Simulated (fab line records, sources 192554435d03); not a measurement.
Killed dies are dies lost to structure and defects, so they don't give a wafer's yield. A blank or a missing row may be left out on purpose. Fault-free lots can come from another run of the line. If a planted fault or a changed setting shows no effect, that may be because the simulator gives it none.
Chamber matching ; flow n5-finfet ; rie-diel-03 running N5_FIN_SAQP_ETCH_34: 4 sister chambers
The step etches SiO2 in C4F6/O2, target depth 45 nm, time 15 s. 4 wafers are shown with their chamber, then 7 later ones without.

EACH WAFER AND ITS CHAMBER
wafer;chamber;showerhead-plenum-p-Torr (Torr)
L084.1;3;3.00
L087.2;2;2.79
L091.1;1;2.77
L091.3;0;2.70

WAFERS WITH NO CHAMBER GIVEN
wafer;showerhead-plenum-p-Torr (Torr)
L091.5;2.77
L096.1;2.99
L096.2;2.77
L096.5;2.69
L097.2;2.99
L097.3;2.77
L097.6;2.77

WHICH CHAMBER EACH ONE RAN IN
wafer;from the rows above;in truth
L091.5;1;1
L096.1;3;3
L096.2;1;1
L096.5;0;0
L097.2;3;3
L097.3;1;1
L097.6;1;1
Correctly placed: 7 of 7. Left unplaced by these rows: 0. Number placed wrongly: 0.
How it was worked out, from the rows above alone: a wafer's distance from a chamber is the root of the sum, over the readings, of the square of ((its reading less the chamber's mean) divided by the reading's scatter). If the next closest chamber is less than 2 further off than the closest, the wafer can't be placed; otherwise it belongs to the closest. A chamber's mean is the mean of its shown wafers. The scatter: root of mean squared gap, hidden wafer to nearest shown wafer, with one shown wafer a chamber.
